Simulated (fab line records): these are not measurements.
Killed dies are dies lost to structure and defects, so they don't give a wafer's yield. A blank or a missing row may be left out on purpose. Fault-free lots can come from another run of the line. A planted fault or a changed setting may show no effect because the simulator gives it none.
8D (eight disciplines) problem report, filled in by code + flow n5-finfet + the parts of the form that need people (team, actions taken, sign-off) are left out

== 1. PROBLEM STATEMENT ==
trench-depth-nm at N5_BEOL_M1_OCD_MEAS_38 reads a mean of 65.8 nm on 1 wafer of 1 lot; wafers without a fault read 55.3 nm with a standard deviation of 0.95. Measured from the usual mean, that is +11 standard deviations.
First observed at day 10 00:13: wafer L124.4, on ocd-02. The record has a number at this step for 27 wafers belonging to 9 lots. Rule for "out" (also "out of limits"): further than 4 standard deviations from the usual mean. Any other wafer with a number is counted as sound.

== 2. WHAT IT IS; WHAT IT IS NOT ==
| question                    | is                | is not                                                                          |
|-----------------------------|-------------------|---------------------------------------------------------------------------------|
| which readings at this step | trench-depth-nm   | -                                                                               |
| which lots                  | L124              | L110, L111, L114, L118, L121, L128, L132, L133                                  |
| which wafers of those lots  | L124.4            | L124.2, L124.3                                                                  |
| read on which gauges        | ocd-02            | ocd-01                                                                          |
| when                        | from day 10 00:13 | up to then (17 sound wafers); but 9 sound wafers of L128, L132, L133 came after |

== 3. WHAT RULES OUT EACH SUSPECT ==
Counting: any tool at a process step up to the reading remains a suspect provided it ran every lot that is out. Sound lots after the first of them don't rule it out here, since some wafers of a struck lot are sound.
- the gauge at N5_BEOL_M1_OCD_MEAS_38 is ruled out. All the wafers that are out were read on ocd-02, but those of them that N5_BEOL_M1_TRENCH_ETCH_37 has rows for are out there too, on other tools.
- rie-diel-04 at N5_BEOL_M1_STRIP_19 (strips in O2): kept. It ran the lot that is out, L124 (day 9 21:29).
- rie-diel-05 at N5_BEOL_M1_TRENCH_ETCH_37 (etches SiOC in C4F6/O2, target depth 55.207 nm, time 29 s): kept. It processed L124, the lot that is out, at day 10 00:03, and its most recent sound lot before then was L121 at day 9 13:40. Its own readings are out on those wafers: oes_f_703_au, oes_o_777_au, rf-fwd-power-W, rf-vpp-V.
- rie-diel-05, N5_BEOL_M1_TRENCH_ETCH_37: wafers that are out in chamber 0, sound lot-mates in chambers 1, 2.
What counting leaves: rie-diel-04 at N5_BEOL_M1_STRIP_19 and rie-diel-05 at N5_BEOL_M1_TRENCH_ETCH_37.

== 4. THE CAUSE (what the simulator had put in) ==
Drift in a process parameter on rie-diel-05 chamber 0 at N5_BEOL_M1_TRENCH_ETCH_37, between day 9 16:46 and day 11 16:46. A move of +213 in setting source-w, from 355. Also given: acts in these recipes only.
Of the 2 suspects that counting leaves, this tool is one.

== 5. SEQUENCE OF EFFECTS, ordered by route ==
Each row: a reading where the mean over the struck wafers with a number is more than 3 standard deviations away from the usual. Only readings for which the record gives a usual standard deviation are gone through. hours: the time from each lot's start at the first step in this table that gives one to its start at this step, as a median over the lots. sigmas: the change in usual standard deviations.
| hours | step                      | reading         | usual     | on struck wafers | change | sigmas      |
|-------|---------------------------|-----------------|-----------|------------------|--------|-------------|
| 0     | N5_BEOL_M1_TRENCH_ETCH_37 | oes_ar_750_au   | 0.79 a.u. | 1.07             | +0.28  | +3.3        |
| 0     | N5_BEOL_M1_TRENCH_ETCH_37 | oes_f_703_au    | 0.79 a.u. | 1.42             | +0.63  | +7.4        |
| 0     | N5_BEOL_M1_TRENCH_ETCH_37 | oes_o_777_au    | 0.80 a.u. | 1.39             | +0.59  | +6.8        |
| 0     | N5_BEOL_M1_TRENCH_ETCH_37 | rf-fwd-power-W  | 349.2 W   | 562.6            | +213.4 | +99 or more |
| 0     | N5_BEOL_M1_TRENCH_ETCH_37 | rf-vpp-V        | 668 V     | 520              | -148   | -15         |
| 0     | N5_BEOL_M1_OCD_MEAS_38    | trench-depth-nm | 55.3 nm   | 65.8             | +10.5  | +11         |
| 158   | N5_PASSIVATION_PROBE_49   | killed-at-other | 4         | 20               | +16    | +4.3        |
Process steps it contains:
- N5_BEOL_M1_TRENCH_ETCH_37: etches SiOC in C4F6/O2, target depth 55.207 nm, time 29 s.
- N5_PASSIVATION_PROBE_49
Later measuring or inspecting steps at which every struck wafer that the step has a row for has a number for every such reading, and none has moved that far: N5_BEOL_M4_RC_MEAS_101.

== 6. HOW IT WOULD HAVE BEEN CAUGHT EARLIER ==
In this record the first reading out of limits at a measuring or inspecting step was taken at day 10 00:13, 7 hours after the fault began at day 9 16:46.
Tool's own readings at N5_BEOL_M1_TRENCH_ETCH_37, oes_f_703_au, oes_o_777_au, rf-fwd-power-W, rf-vpp-V: out on all struck wafers the step has rows for; an alarm limit on them would have tripped on the first.
By day 10 00:13, every lot that is out (1) had started N5_BEOL_M1_TRENCH_ETCH_37 on rie-diel-05. Holding the tool at that point would not have protected any of them.
